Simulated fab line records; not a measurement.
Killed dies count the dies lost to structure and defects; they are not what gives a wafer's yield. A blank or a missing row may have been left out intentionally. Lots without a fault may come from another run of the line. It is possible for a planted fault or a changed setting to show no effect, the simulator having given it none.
Commonality check across tools	flow nand harc	Sampled: 13 lots, 39 wafers

WHY IT WAS OPENED
Flagged at NHARC_A_CONTACT_INSPECT_44: reading raw defect count, on 2 of 13 lots. Fault-free wafers read 26, with a standard deviation of 12.
Rule: a lot is flagged in two cases, either no wafer of it has a number, or all its wafers with numbers fall more than 4 standard deviations from that mean. All remaining lots are regarded as sound.

lot	measured	on	raw defect count, wafer by wafer	flag
L659	day 16 19:13	defect inspect-02	17 8 13	
L660	day 16 23:35	defect inspect-02	15 20 33	
L661	day 17 05:28	defect inspect-02	46 39 27	
L666	day 17 23:42	defect inspect-02	27 31 35	
L665	day 18 06:54	defect inspect-02	1325 1326 1333	FLAGGED
L668	day 18 17:33	defect inspect-02	1339 1330 1325	FLAGGED
L673	day 19 11:32	defect inspect-02	10 13 15	
L675	day 20 17:03	defect inspect-02	31 37 42	
L680	day 20 21:11	defect inspect-01	25 32 20	
L676	day 21 01:55	defect inspect-02	60 55 44	
L678	day 21 03:02	defect inspect-01	34 38 50	
L681	day 21 08:56	defect inspect-01	16 10 9	
L682	day 22 19:52	defect inspect-01	15 17 20	
Flagged lots average 1330: +1304 relative to the usual, that is +99 or more standard deviations.

LOT BY LOT: THE TOOL USED
The record holds 3 process steps before the reading, out of a route of 1159 steps. In each cell: the tool, then ch and the chambers that the sampled wafers went through, then the start.
lot	flag	NHARC_A_WL_FILL_CVD_20	NHARC_A_WL_FILL_CMP_12	NHARC_A_CONTACT_DEP_28
L659		cvd w-02 ch 0,1, day 16 14:57 or earlier	cmp-03 ch 0,2,3, day 16 14:57	acl dep-02 ch 0, day 16 16:38
L660		cvd w-02 ch 0,1, day 16 19:20 or earlier	cmp-04 ch 0,1,3, day 16 19:20	acl dep-02 ch 0, day 16 20:52
L661		cvd w-01 ch 0,1, day 17 01:24 or earlier	cmp-04 ch 1,2,3, day 17 01:24	acl dep-03 ch 0, day 17 02:53
L666		cvd w-01 ch 0,1, day 17 19:40 or earlier	cmp-01 ch 0,1,3, day 17 19:40	acl dep-02 ch 0, day 17 20:45
L665	FLAGGED	cvd w-01 ch 0,1, day 17 23:54 or earlier	cmp-03 ch 1,2,3, day 17 23:54	acl dep-01 ch 0, day 18 04:20
L668	FLAGGED	cvd w-02 ch 0,1, day 18 13:22 or earlier	cmp-01 ch 0,1, day 18 13:22	acl dep-01 ch 0, day 18 14:33
L673		cvd w-01 ch 0,1, day 19 07:17 or earlier	cmp-01 ch 0,2,3, day 19 07:17	acl dep-03 ch 0, day 19 08:28
L675		cvd w-01 ch 0,1, day 20 10:09 or earlier	cmp-01 ch 0,1, day 20 10:09	acl dep-03 ch 0, day 20 14:50
L680		cvd w-02 ch 0, day 20 16:56 or earlier	cmp-03 ch 0,1,2, day 20 16:56	acl dep-03 ch 0, day 20 18:29
L676		cvd w-02 ch 0,1, day 20 21:42 or earlier	cmp-03 ch 0,2,3, day 20 21:42	acl dep-02 ch 0, day 20 23:29
L678		cvd w-01 ch 0,1, day 20 22:02 or earlier	cmp-03 ch 2,3, day 20 22:02	acl dep-03 ch 0, day 21 00:19
L681		cvd w-02 ch 0,1, day 21 01:58 or earlier	cmp-01 ch 1,2,3, day 21 01:58	acl dep-03 ch 0, day 21 05:49
L682		cvd w-01 ch 0,1, day 22 15:41 or earlier	cmp-03 ch 2,3, day 22 15:41	acl dep-02 ch 0, day 22 17:12
What these steps do:
- NHARC_A_WL_FILL_CVD_20: deposits W, target thk 75 nm, time 5064 s.
- NHARC_A_WL_FILL_CMP_12: polishes, t overpolish 30 s, target thk 75 nm.
- NHARC_A_CONTACT_DEP_28: deposits aC, target thk 3600 nm.
- NHARC_A_CONTACT_INSPECT_44

FLAGGED OVER TOTAL, TOOL BY TOOL (the gauges that took the reading come last)
step	tool	lots run	flagged	share of the flagged lots	sound lots run after its first flagged lot
NHARC_A_WL_FILL_CVD_20	cvd w-01	7	1	some	4 (L673,L675,L678,L682)
NHARC_A_WL_FILL_CVD_20	cvd w-02	6	1	some	3 (L680,L676,L681)
NHARC_A_WL_FILL_CMP_12	cmp-01	5	1	some	3 (L673,L675,L681)
NHARC_A_WL_FILL_CMP_12	cmp-03	6	1	some	4 (L680,L676,L678,L682)
NHARC_A_WL_FILL_CMP_12	cmp-04	2	0	none	-
NHARC_A_CONTACT_DEP_28	acl dep-01	2	2	all	0
NHARC_A_CONTACT_DEP_28	acl dep-02	5	0	none	-
NHARC_A_CONTACT_DEP_28	acl dep-03	6	0	none	-
NHARC_A_CONTACT_INSPECT_44	defect inspect-01	4	0	none	-
NHARC_A_CONTACT_INSPECT_44	defect inspect-02	9	2	all	3 (L673,L675,L676)
NHARC_A_WL_FILL_CVD_20: start missing for some lots; hours and lot order therefore follow NHARC_A_WL_FILL_CMP_12.

WHAT IS ALLOWED BY THE TABLE
Every flagged lot went through 2 rows of the table: acl dep-01 at NHARC_A_CONTACT_DEP_28 and defect inspect-02 at NHARC_A_CONTACT_INSPECT_44.
- acl dep-01 at NHARC_A_CONTACT_DEP_28 ran 2 lots, 2 of them flagged. With no sound lot run before its first flagged lot in this sample, there is nothing to narrow down the start.
- defect inspect-02 at NHARC_A_CONTACT_INSPECT_44 ran 9 lots, 2 of them flagged. Lots that were sound ran on it after the first flagged one (L673, L675, L676); a persistent fault on the entire tool would not allow that.
One tool is left: acl dep-01 at NHARC_A_CONTACT_DEP_28.

WHAT HAD BEEN PUT IN BY THE SIMULATOR
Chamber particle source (acl dep-01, NHARC_A_CONTACT_DEP_28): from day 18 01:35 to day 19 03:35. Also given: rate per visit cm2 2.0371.
Lots struck among those shown: L665, L668. This agrees with what the rule above found.
